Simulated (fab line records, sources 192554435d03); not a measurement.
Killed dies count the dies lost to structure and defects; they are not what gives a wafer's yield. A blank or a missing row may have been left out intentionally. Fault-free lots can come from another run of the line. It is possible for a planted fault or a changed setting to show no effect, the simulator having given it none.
fab line records | flow n5_finfet
record: lots: 7 wafers: 21
route steps=1938 shown BEOL_M6@1218 BEOL_M7@1267 BEOL_M8@1368 BEOL_M9@1446
start_h: hours from the record's opening day to when the first of the lot's shown wafers began | wait_h: how many hours have passed since the lot's step before this one | " identical to the entry in the row above | L1.1+2: a row that stands for several wafers | - either no value or no given start | * or withheld: withheld | < > ~ a bound
route shown NAME@n: a module of which the file shows steps, and the number in the route of the first | usual: mean and standard deviation over wafers with no fault | same: alike in all rows | chamber/n: place in a boat | sites: each site's reading | _std_site: the values' standard deviation | _edge_site: inner sites' mean taken away from outer sites' mean | radius_mm: how far each site lies from the wafer's centre | mask NAME#n: copy n | behind: the tool/chamber that last shaped the wafer | hold: cause of the lot's hold/its duration in hours/its outcome | device: which transistor (n, p or np) failed to switch | end of line: tests of these same wafers at the route's end | a step without rows: its recipe alone | killed: the dies lost at the first sort to structure and to defects; this is not the yield of the wafer | map: shows each die of a wafer: x if killed, . if not, _ if none is there
set.NAME: setting as actually run; set.NAME@STEP: the setting as run at that earlier step | model.NAME: the simulator's own value behind a step, which no gauge read
lots where settings were altered on purpose, with a table for each step and a row for each wafer
== steps ==
step: N5_BEOL_M6_COAT_63
recipe: resist: SOC temp_c: 250 time_s: 60 spin_rpm: 1500 resist_thk_nm: 60
columns lot.wafer tool chamber start_h wait_h set.spin_rpm model.SOC_of_BEOL_M6_COAT_63.thk_nm
L080.4+5 litho_track-04 0 220.11 2.0 1500 60.2
L080.6 " 0 " " 1500 60
L084.2+5 litho_track-01 0 236.60 0.0 1554 59
L084.4 " 0 " " 1500 60.2
L086.1+3 litho_track-02 0 263.70 3.3 1611 58
L086.2 " 0 " " 1500 60.2
L092.2+4+5 litho_track-01 0 311.40 0.2 1500 59.8
L093.3 litho_track-01 0 334.11 0.0 1629 57.6
L093.4 " 0 " " 1629 57.4
L093.6 " 0 " " 1500 60
L094.1+6 litho_track-04 0 334.63 0.0 1500 59.8
L094.5 " 0 " " 1649 57.2
L097.2 litho_track-02 0 350.47 0.4 1610 57.6
L097.4 " 0 " " 1500 60
L097.6 " 0 " " 1610 57.8
step: N5_BEOL_M6_COAT_64
recipe: resist: SiARC temp_c: 220 time_s: 60 spin_rpm: 1500 resist_thk_nm: 12
step: N5_BEOL_M6_COAT_71
recipe: resist: underlayer temp_c: 205 time_s: 60 spin_rpm: 1500 resist_thk_nm: 5
step: N5_BEOL_M6_ETCH_72
recipe: chemistry: N2/H2 target: underlayer target_depth_a: 65 mask_material: CAR-EUV time_s: 5.2 ion_energy_ev: 200 pressure_mtorr: 30 source_w: 840 bias_w: 150 n2_flow_sccm: 200 h2_flow_sccm: 200 ends: cleared
step: N5_BEOL_M6_ETCH_65
recipe: chemistry: CF4 target: SiARC target_depth_a: 156 mask_material: CAR-EUV time_s: 26 ion_energy_ev: 80 pressure_mtorr: 40 source_w: 545 bias_w: 36 Ar_flow_sccm: 100 cf4_flow_sccm: 100 ends: cleared
step: N5_BEOL_M6_ETCH_66
recipe: chemistry: N2/H2 target: SOC target_depth_a: 800 overetch_a: 160 mask_material: SiARC temp_c: 40 time_s: 120 ion_energy_ev: 200 pressure_mtorr: 30 source_w: 840 bias_w: 150 n2_flow_sccm: 200 h2_flow_sccm: 200
columns lot.wafer tool chamber start_h wait_h set.spin_rpm@BEOL_M6_COAT_63 model.etch.depth_nm
L080.4 rie_diel-03 3 220.62 0.0 1500 60.22
L080.5 " 1 " " 1500 60.13
L080.6 " 0 " " 1500 60
L084.2 rie_diel-05 0 237.29 0.0 1554 58.91
L084.4 " 2 " " 1500 60.15
L084.5 " 3 " " 1554 59.03
L086.1 rie_diel-01 1 264.37 0.0 1611 57.93
L086.2 " 0 " " 1500 60.2
L086.3 " 3 " " 1611 57.99
L092.2 rie_diel-01 0 312.36 0.0 1500 59.74
L092.4 " 2 " " 1500 59.78
L092.5 " 2 " " 1500 59.72
L093.3 rie_diel-01 1 334.60 0.0 1629 57.51
L093.4 " 3 " " 1629 57.49
L093.6 " 1 " " 1500 59.9
L094.1 rie_diel-03 3 335.15 0.0 1500 59.9
L094.5 " 0 " " 1649 57.15
L094.6 " 3 " " 1500 59.89
L097.2 rie_diel-01 1 350.94 0.0 1610 57.66
L097.4 " 2 " " 1500 60.03
L097.6 " 1 " " 1610 57.82
step: N5_BEOL_M6_STRIP_69
recipe: chemistry: N2/H2 temp_c: 40 n2_flow_sccm: 200 h2_flow_sccm: 200 rf_frequency_hz: 6e+07
step: N5_BEOL_M6_STRIP_73
recipe: chemistry: N2/H2 temp_c: 40 n2_flow_sccm: 200 h2_flow_sccm: 200 rf_frequency_hz: 6e+07
step: N5_BEOL_M6_VIA_ETCH_34
recipe: chemistry: C4F6/O2 target: SiCOH_lowk target_depth_a: 1263 mask_material: SOC taper_deg: 4 time_s: 50.9 ion_energy_ev: 250 pressure_mtorr: 30 source_w: 345 bias_w: 185 Ar_flow_sccm: 300 C4F6_flow_sccm: 10 O2_flow_sccm: 10
columns lot.wafer tool chamber start_h wait_h set.spin_rpm@BEOL_M6_COAT_63 model.SOC_of_BEOL_M6_COAT_63.thk_nm
L080.4 rie_diel-03 3 220.70 0.0 1500 54.2
L080.5+6 " 1,0 " " 1500 54
L084.2 rie_diel-05 0 237.39 0.0 1554 52.6
L084.4 " 2 " " 1500 54.2
L084.5 " 3 " " 1554 53
L086.1 rie_diel-01 1 264.47 0.0 1611 51.8
L086.2 " 0 " " 1500 54.2
L086.3 " 3 " " 1611 52
L092.2+4+5 rie_diel-01 0,2,2 312.46 0.0 1500 53.8
L093.3 rie_diel-01 1 334.70 0.0 1629 51.4
L093.4 " 3 " " 1629 51.6
L093.6 " 1 " " 1500 53.8
L094.1+6 rie_diel-03 3 335.25 0.0 1500 54
L094.5 " 0 " " 1649 51
L097.2 rie_diel-01 1 351.04 0.0 1610 51.6
L097.4 " 2 " " 1500 54
L097.6 " 1 " " 1610 51.8
step: N5_BEOL_M7_HM_DEP_02
recipe: material: TiN target_thk_a: 200 temp_c: 25 chamber_pressure_pa: 0.49996
columns lot.wafer tool chamber start_h wait_h set.target_thk_a model.TiN_of_BEOL_M7_HM_DEP_02.thk_nm
L080.4+6 pvd_sputter-03 - 225.52 1.4 177.8 17.6
L080.5 " - " " 200 20
L084.2 pvd_sputter-02 - 242.63 1.5 200 20.2
L084.4 " - " " 184 18.2
L084.5 " - " " 200 20
L086.1 pvd_sputter-03 - 271.89 1.7 200 20.4
L086.2 " - " " 207.5 20.8
L086.3 " - " " 207.5 21
L092.2 pvd_sputter-03 - 318.42 2.1 200 20
L092.4+5 " - " " 200 20.2
L093.3+6 pvd_sputter-01 - 339.13 1.0 200 20
L093.4 " - " " 217.2 21.6
L094.1+5 pvd_sputter-03 - 340.85 0.0 188.5 18.8
L094.6 " - " " 200 20
L097.2+6 pvd_sputter-02 - 359.43 1.4 200 20.2
L097.4 " - " " 200 20
step: N5_BEOL_M7_COAT_60
recipe: resist: SiARC temp_c: 220 time_s: 60 spin_rpm: 1500 resist_thk_nm: 35
columns lot.wafer tool chamber start_h wait_h set.spin_rpm model.SiARC_of_BEOL_M7_COAT_60.thk_nm
L080.4+6 litho_track-03 0 - - 1500 35
L080.5 " 0 " " 1385 36.4
L084.2+4 litho_track-03 0 - - 1500 35
L084.5 " 0 " " 1616 33.6
L086.1 litho_track-03 0 - - 1500 34.8
L086.2 " 0 " " 1500 35
L086.3 " 0 " " 1420 36
L092.2+4 litho_track-04 0 - - 1500 35
L092.5 " 0 " " 1500 35.2
L093.3+6 litho_track-03 0 - - 1500 35.2
L093.4 " 0 " " 1500 35
L094.1 litho_track-03 0 - - 1343 37.2
L094.5 " 0 " " 1343 37
L094.6 " 0 " " 1500 35
L097.2+6 litho_track-05 0 - - 1613 33.6
L097.4 " 0 " " 1500 35
step: N5_BEOL_M7_COAT_05
recipe: resist: CAR-ArF spin_rpm: 1500 resist_thk_nm: 90
step: N5_BEOL_M7_EBR_07
recipe: solvent: PGMEA ebr_width_mm: 1.5
step: N5_BEOL_M7_DESCUM_16
recipe: chemistry: O2 time_s: 7.9 source_power_w: 50 bias_power_w: 20 pressure_mtorr: 20 rf_frequency_hz: 2.712e+07 temp_c: 40 resist: CAR-ArF o2_flow_sccm: 225
step: N5_BEOL_M7_ETCH_61
recipe: chemistry: CF4 target: SiARC target_depth_a: 455 mask_material: CAR-ArF time_s: 75.8 ion_energy_ev: 80 pressure_mtorr: 40 source_w: 545 bias_w: 36 Ar_flow_sccm: 100 cf4_flow_sccm: 100 ends: cleared
usual: etch_rf_on_time_s: 76.0/1.6
columns lot.wafer tool chamber start_h wait_h set.spin_rpm@BEOL_M7_COAT_60 etch_rf_on_time_s model.etch.depth_nm model.CAR-ArF_of_BEOL_M7_COAT_05.thk_nm
L080.4 rie_diel-02 1 226.24 0.0 1500 75.6 35.03 51
L080.5 " 0 " " 1385 81.5 36.35 49.8
L080.6 " 3 " " 1500 76.7 35.03 50.6
L084.2 rie_diel-06 1 243.14 0.0 1500 74.2 35.04 51.2
L084.4 " 0 " " 1500 77.2 34.96 50.8
L084.5 " 3 " " 1616 70.6 33.64 52
L086.1 rie_diel-06 3 272.67 0.0 1500 73.2 34.82 50.8
L086.2 " 1 " " 1500 74.1 34.95 50.8
L086.3 " 0 " " 1420 77.0 35.94 49.4
L092.2 rie_diel-02 3 319.08 0.0 1500 77.5 34.98 51
L092.4 " 1 " " 1500 76.3 35.07 51
L092.5 " 3 " " 1500 77.7 35.16 50.6
L093.3 rie_diel-04 3 339.72 0.0 1500 75.9 35.11 50.8
L093.4 " 0 " " 1500 73.8 35.08 50.8
L093.6 " 2 " " 1500 75.0 35.11 50.8
L094.1 rie_diel-02 2 341.80 0.0 1343 80.5 37.13 48.8
L094.5 " 0 " " 1343 84.6 37 49
L094.6 " 1 " " 1500 75.8 35 50.8
L097.2 rie_diel-02 2 360.07 0.0 1613 72.7 33.63 52.2
L097.4 " 2 " " 1500 75.1 34.94 51
L097.6 " 1 " " 1613 73.2 33.68 52.6
step: N5_BEOL_M7_ETCH_62
recipe: chemistry: N2/H2 target: SOC target_depth_a: 1100 overetch_a: 220 mask_material: SiARC temp_c: 40 time_s: 165 ion_energy_ev: 200 pressure_mtorr: 30 source_w: 840 bias_w: 150 n2_flow_sccm: 200 h2_flow_sccm: 200
columns lot.wafer tool chamber start_h wait_h set.spin_rpm@BEOL_M7_COAT_60 model.SiARC_of_BEOL_M7_COAT_60.thk_nm
L080.4+6 rie_diel-02 1,3 226.29 0.0 1500 28.6
L080.5 " 0 " " 1385 30.2
L084.2 rie_diel-06 1 243.20 0.0 1500 28.2
L084.4 " 0 " " 1500 28.4
L084.5 " 3 " " 1616 26.6
L086.1 rie_diel-06 3 272.73 0.0 1500 27.8
L086.2 " 1 " " 1500 28.2
L086.3 " 0 " " 1420 29.4
L092.2 rie_diel-02 3 319.13 0.0 1500 28.4
L092.4+5 " 1,3 " " 1500 28.6
L093.3 rie_diel-04 3 339.78 0.0 1500 28.6
L093.4 " 0 " " 1500 28.4
L093.6 " 2 " " 1500 28.2
L094.1 rie_diel-02 2 341.86 0.0 1343 30.4
L094.5 " 0 " " 1343 30.8
L094.6 " 1 " " 1500 28.4
L097.2 rie_diel-02 2 360.12 0.0 1613 27
L097.4 " 2 " " 1500 28.2
L097.6 " 1 " " 1613 27.2
step: N5_BEOL_M7_STRIP_68
recipe: chemistry: N2/H2 temp_c: 40 n2_flow_sccm: 200 h2_flow_sccm: 200 rf_frequency_hz: 6e+07
step: N5_BEOL_M7_STRIP_67
recipe: chemistry: CF4 resist: SiARC power_w: 300 bias_power_w: 75 pressure_mtorr: 50 cf4_flow_sccm: 150 rf_frequency_hz: 6e+07
step: N5_BEOL_M7_HM_OPEN_17
recipe: chemistry: Cl2/BCl3 target_depth_a: 200 overetch_a: 60 target: TiN mask_material: SOC ion_energy_ev: 150 pressure_mtorr: 10 icp_w: 1000 bias_w: 126 Cl2_flow_sccm: 53.25 bcl3_flow_sccm: 21.75 Ar_flow_sccm: 25
columns lot.wafer tool chamber start_h wait_h set.target_thk_a@BEOL_M7_HM_DEP_02 model.etch.depth_nm
L080.4 rie_metal-01 0 226.51 0.1 177.8 17.6
L080.5 " 1 " " 200 20.03
L080.6 " 0 " " 177.8 17.55
L084.2 rie_metal-03 1 243.38 0.0 200 20.17
L084.4 " 1 " " 184 18.24
L084.5 " 0 " " 200 19.94
L086.1 rie_metal-02 0 272.91 0.0 200 20.32
L086.2 " 1 " " 207.5 20.85
L086.3 " 0 " " 207.5 20.92
L092.2 rie_metal-02 1 319.32 0.0 200 19.96
L092.4 " 0 " " 200 20.19
L092.5 " 1 " " 200 20.17
L093.3 rie_metal-03 0 340.00 0.1 200 19.93
L093.4 " 1 " " 217.2 21.64
L093.6 " 0 " " 200 19.96
L094.1 rie_metal-01 1 342.05 0.0 188.5 18.71
L094.5 " 0 " " 188.5 18.85
L094.6 " 1 " " 200 20.08
L097.2 rie_metal-01 0 360.31 0.0 200 20.23
L097.4 " 0 " " 200 19.95
L097.6 " 0 " " 200 20.28
step: N5_BEOL_M7_DESCUM_33
recipe: chemistry: O2 time_s: 7 source_power_w: 50 bias_power_w: 20 pressure_mtorr: 20 rf_frequency_hz: 2.712e+07 temp_c: 40 resist: CAR-EUV o2_flow_sccm: 225
columns lot.wafer tool chamber start_h wait_h set.time_s model.CAR-EUV_of_BEOL_M7_COAT_22.thk_nm
L080.4 rie_diel-02 1 227.25 0.0 6.104 26.6
L080.5 " 2 " " 7 26.2
L080.6 " 3 " " 7 26.4
L084.2 rie_diel-04 1 244.10 0.0 7 26
L084.4 " 3 " " 7 26.2
L084.5 " 0 " " 8.43 25.4
L086.1+3 rie_diel-04 2,1 273.86 0.0 8.401 25.4
L086.2 " 0 " " 7 26
L092.2 rie_diel-04 3 323.84 0.0 7 26.2
L092.4+5 " 0,2 " " 7 26
L093.3 rie_diel-02 0 340.81 0.0 5.49 27
L093.4+6 " 1,2 " " 7 26
L094.1+5+6 rie_diel-04 1,0,2 344.23 0.0 7 26
L097.2 rie_diel-02 3 362.87 0.0 7 26
L097.4+6 " 1,3 " " 6.424 26.4
step: N5_BEOL_M7_ETCH_72
recipe: chemistry: N2/H2 target: underlayer target_depth_a: 65 mask_material: CAR-EUV time_s: 5.2 ion_energy_ev: 200 pressure_mtorr: 30 source_w: 840 bias_w: 150 n2_flow_sccm: 200 h2_flow_sccm: 200 ends: cleared
columns lot.wafer tool chamber start_h wait_h set.time_s@BEOL_M7_DESCUM_33 model.CAR-EUV_of_BEOL_M7_COAT_22.thk_nm
L080.4 rie_diel-02 1 227.29 0.0 6.104 20.8
L080.5 " 2 " " 7 20.4
L080.6 " 3 " " 7 20.6
L084.2 rie_diel-04 1 244.13 0.0 7 20.2
L084.4 " 3 " " 7 20.4
L084.5 " 0 " " 8.43 19.6
L086.1 rie_diel-04 2 273.90 0.0 8.401 19.8
L086.2 " 0 " " 7 20.4
L086.3 " 1 " " 8.401 19.6
L092.2+5 rie_diel-04 3,2 323.87 0.0 7 20.4
L092.4 " 0 " " 7 20.2
L093.3 rie_diel-02 0 340.84 0.0 5.49 21.2
L093.4+6 " 1,2 " " 7 20.4
L094.1+5 rie_diel-04 1,0 344.27 0.0 7 20.2
L094.6 " 2 " " 7 20.4
L097.2 rie_diel-02 3 362.91 0.0 7 20.4
L097.4+6 " 1,3 " " 6.424 20.6
step: N5_BEOL_M7_ETCH_65
recipe: chemistry: CF4 target: SiARC target_depth_a: 156 mask_material: CAR-EUV time_s: 26 ion_energy_ev: 80 pressure_mtorr: 40 source_w: 545 bias_w: 36 Ar_flow_sccm: 100 cf4_flow_sccm: 100 ends: cleared
columns lot.wafer tool chamber start_h wait_h set.time_s@BEOL_M7_DESCUM_33 model.CAR-EUV_of_BEOL_M7_COAT_22.thk_nm
L080.4 rie_diel-02 1 227.31 0.0 6.104 11.6
L080.5 " 2 " " 7 11.2
L080.6 " 3 " " 7 11.4
L084.2 rie_diel-04 1 244.15 0.0 7 11
L084.4 " 3 " " 7 11.2
L084.5 " 0 " " 8.43 10.4
L086.1 rie_diel-04 2 273.91 0.0 8.401 10.6
L086.2 " 0 " " 7 11
L086.3 " 1 " " 8.401 10.4
L092.2+5 rie_diel-04 3,2 323.89 0.0 7 11.2
L092.4 " 0 " " 7 11
L093.3 rie_diel-02 0 340.86 0.0 5.49 12
L093.4+6 " 1,2 " " 7 11.2
L094.1+5 rie_diel-04 1,0 344.29 0.0 7 11
L094.6 " 2 " " 7 11.2
L097.2 rie_diel-02 3 362.92 0.0 7 11.2
L097.4+6 " 1,3 " " 6.424 11.4
step: N5_BEOL_M7_ETCH_41
recipe: chemistry: CH3F/O2 target: SiCN target_depth_a: 319 taper_deg: 2 time_s: 57.8 ion_energy_ev: 120 mask_material: TiN pressure_mtorr: 30 source_w: 395 bias_w: 75 Ar_flow_sccm: 150 CH3F_flow_sccm: 30 O2_flow_sccm: 20
usual: rf_vpp_V: 297.6/1.4
columns lot.wafer tool chamber start_h wait_h set.source_w rf_vpp_V
L080.4 rie_diel-02 1 - - 433.4 287.8
L080.5 " 2 " " 433.4 288.8
L080.6 " 3 " " 433.4 290.6
L084.2 rie_diel-04 1 - - 368.3 305.2
L084.4 " 3 " " 395 297.4
L084.5 " 0 " " 368.3 307.1
L086.1 rie_diel-04 2 - - 395 295.5
L086.2 " 0 " " 432.2 289.1
L086.3 " 1 " " 432.2 289.5
L092.2 rie_diel-04 3 - - 395 297.9
L092.4 " 0 " " 395 297.1
L092.5 " 2 " " 395 295.0
L093.3 rie_diel-02 0 - - 356.2 306.6
L093.4 " 1 " " 356.2 304.5
L093.6 " 2 " " 395 298.2
L094.1 rie_diel-04 1 - - 424.2 289.4
L094.5 " 0 " " 395 297.1
L094.6 " 2 " " 424.2 287.6
L097.2 rie_diel-02 3 - - 340.3 313.9
L097.4 " 1 " " 340.3 311.6
L097.6 " 3 " " 395 298.3
step: N5_BEOL_M8_DESCUM_33
recipe: chemistry: O2 time_s: 7 source_power_w: 50 bias_power_w: 20 pressure_mtorr: 20 rf_frequency_hz: 2.712e+07 temp_c: 40 resist: CAR-EUV o2_flow_sccm: 225
columns lot.wafer tool chamber start_h wait_h set.time_s model.CAR-EUV_of_BEOL_M8_COAT_22.thk_nm
L080.4+5 rie_diel-01 0 237.08 0.2 6.06 26.6
L080.6 " 1 " " 7 26
L084.2 rie_diel-03 2 255.71 0.4 7 26
L084.4+5 " 3 " " 7 26.2
L086.1 rie_diel-05 0 281.77 0.2 7 25.8
L086.2 " 1 " " 7 26
L086.3 " 2 " " 7.615 25.6
L092.2+5 rie_diel-05 3,0 332.58 0.0 7 26
L092.4 " 1 " " 7 26.2
L093.3+4 rie_diel-03 1,0 348.66 0.1 7 26.2
L093.6 " 2 " " 7 26
L094.1+5+6 rie_diel-03 2,3,0 351.16 0.2 7 26.2
L097.2+6 rie_diel-01 1,3 378.88 0.0 7.494 25.6
L097.4 " 0 " " 7 26
step: N5_BEOL_M8_ETCH_72
recipe: chemistry: N2/H2 target: underlayer target_depth_a: 65 mask_material: CAR-EUV time_s: 5.2 ion_energy_ev: 200 pressure_mtorr: 30 source_w: 840 bias_w: 150 n2_flow_sccm: 200 h2_flow_sccm: 200 ends: cleared
columns lot.wafer tool chamber start_h wait_h set.h2_flow_sccm
L080.4+5+6 rie_diel-01 0,0,1 237.12 0.0 200
L084.2 rie_diel-03 2 255.74 0.0 200
L084.4+5 " 3 " " 191.3
L086.1+3 rie_diel-05 0,2 281.81 0.0 200
L086.2 " 1 " " 214
L092.2+4+5 rie_diel-05 3,1,0 332.62 0.0 200
L093.3 rie_diel-03 1 348.69 0.0 200
L093.4+6 " 0,2 " " 208
L094.1+6 rie_diel-03 2,0 351.19 0.0 200
L094.5 " 3 " " 205.2
L097.2+4+6 rie_diel-01 1,0,3 378.92 0.0 200
step: N5_BEOL_M8_ETCH_65
recipe: chemistry: CF4 target: SiARC target_depth_a: 156 mask_material: CAR-EUV time_s: 26 ion_energy_ev: 80 pressure_mtorr: 40 source_w: 545 bias_w: 36 Ar_flow_sccm: 100 cf4_flow_sccm: 100 ends: cleared
columns lot.wafer tool chamber start_h wait_h set.time_s@BEOL_M8_DESCUM_33 model.CAR-EUV_of_BEOL_M8_COAT_22.thk_nm
L080.4 rie_diel-01 0 237.13 0.0 6.06 11.6
L080.5 " 0 " " 6.06 11.8
L080.6 " 1 " " 7 11.2
L084.2+4+5 rie_diel-03 2,3,3 255.76 0.0 7 11.2
L086.1 rie_diel-05 0 281.82 0.0 7 11
L086.2 " 1 " " 7 11.2
L086.3 " 2 " " 7.615 10.8
L092.2+5 rie_diel-05 3,0 332.63 0.0 7 11
L092.4 " 1 " " 7 11.2
L093.3+6 rie_diel-03 1,2 348.71 0.0 7 11.2
L093.4 " 0 " " 7 11.4
L094.1+5+6 rie_diel-03 2,3,0 351.21 0.0 7 11.2
L097.2+6 rie_diel-01 1,3 378.93 0.0 7.494 10.8
L097.4 " 0 " " 7 11
step: N5_BEOL_M9_TRENCH_ETCH_37
recipe: chemistry: C4F6/O2 target_depth_a: 1514.3 target: SiCOH_lowk time_s: 49 ion_energy_ev: 250 pressure_mtorr: 30 source_w: 345 bias_w: 185 Ar_flow_sccm: 300 C4F6_flow_sccm: 10 O2_flow_sccm: 10
usual: rf_vpp_V: 665/10
columns lot.wafer tool chamber start_h wait_h set.bias_w rf_vpp_V
L080.4 rie_diel-04 0 - - 185 656
L080.5 " 1 " " 199.4 707
L080.6 " 0 " " 185 658
L084.2 rie_diel-02 0 - - 212.4 737
L084.4 " 3 " " 185 673
L084.5 " 0 " " 212.4 737
L086.1 rie_diel-04 2 - - 185 690
L086.2 " 1 " " 185 665
L086.3 " 0 " " 185 657
L092.2 rie_diel-02 2 - - 185 671
L092.4 " 1 " " 185 658
L092.5 " 2 " " 185 671
L093.3 rie_diel-06 3 - - 174.8 631
L093.4 " 1 " " 185 660
L093.6 " 0 " " 174.8 627
L094.1 rie_diel-06 2 - - 173.1 636
L094.5 " 0 " " 185 654
L094.6 " 1 " " 185 659
L097.2 rie_diel-04 0 - - 185 657
L097.4 " 2 " " 185 691
L097.6 " 3 " " 185 651
== key ==
split: step: N5_BEOL_M6_COAT_63 setting: spin_rpm stated: 1500 by: wafer
response: step: N5_BEOL_M6_COAT_63 reading: model.SOC_of_BEOL_M6_COAT_63.thk_nm change: -0.288 per: 1% r: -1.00
response: step: N5_BEOL_M6_ETCH_66 reading: model.etch.depth_nm change: -0.291 per: 1% r: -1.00
response: step: N5_BEOL_M6_VIA_ETCH_34 reading: model.SOC_of_BEOL_M6_COAT_63.thk_nm change: -0.301 per: 1% r: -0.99
split: step: N5_BEOL_M7_HM_DEP_02 setting: target_thk_a stated: 200 by: wafer
response: step: N5_BEOL_M7_HM_DEP_02 reading: model.TiN_of_BEOL_M7_HM_DEP_02.thk_nm change: +0.209 per: 1% r: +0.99
response: step: N5_BEOL_M7_HM_OPEN_17 reading: model.etch.depth_nm change: +0.214 per: 1% r: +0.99
split: step: N5_BEOL_M7_COAT_60 setting: spin_rpm stated: 1500 by: wafer
response: step: N5_BEOL_M7_COAT_60 reading: model.SiARC_of_BEOL_M7_COAT_60.thk_nm change: -0.191 per: 1% r: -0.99
response: step: N5_BEOL_M7_ETCH_61 reading: etch_rf_on_time_s change: * per: 1% r: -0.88
response: step: N5_BEOL_M7_ETCH_61 reading: model.etch.depth_nm change: -0.183 per: 1% r: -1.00
response: step: N5_BEOL_M7_ETCH_61 reading: model.CAR-ArF_of_BEOL_M7_COAT_05.thk_nm change: +0.17 per: 1% r: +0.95
response: step: N5_BEOL_M7_ETCH_62 reading: model.SiARC_of_BEOL_M7_COAT_60.thk_nm change: -0.205 per: 1% r: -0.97
split: step: N5_BEOL_M7_DESCUM_33 setting: time_s stated: 7 by: wafer
response: step: N5_BEOL_M7_DESCUM_33 reading: model.CAR-EUV_of_BEOL_M7_COAT_22.thk_nm change: -0.0363 per: 1% r: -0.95
response: step: N5_BEOL_M7_ETCH_72 reading: model.CAR-EUV_of_BEOL_M7_COAT_22.thk_nm change: -0.0337 per: 1% r: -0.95
response: step: N5_BEOL_M7_ETCH_65 reading: model.CAR-EUV_of_BEOL_M7_COAT_22.thk_nm change: -0.0311 per: 1% r: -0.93
split: step: N5_BEOL_M7_ETCH_41 setting: source_w stated: 395 by: wafer
response: step: N5_BEOL_M7_ETCH_41 reading: rf_vpp_V change: -0.948 per: 1% r: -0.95
split: step: N5_BEOL_M8_DESCUM_33 setting: time_s stated: 7 by: wafer
response: step: N5_BEOL_M8_DESCUM_33 reading: model.CAR-EUV_of_BEOL_M8_COAT_22.thk_nm change: -0.044 per: 1% r: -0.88
response: step: N5_BEOL_M8_ETCH_65 reading: model.CAR-EUV_of_BEOL_M8_COAT_22.thk_nm change: -0.035 per: 1% r: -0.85
split: step: N5_BEOL_M8_ETCH_72 setting: h2_flow_sccm stated: 200 by: wafer
response none clear
split: step: N5_BEOL_M9_TRENCH_ETCH_37 setting: bias_w stated: 185 by: wafer
response: step: N5_BEOL_M9_TRENCH_ETCH_37 reading: rf_vpp_V change: +4.71 per: 1% r: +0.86
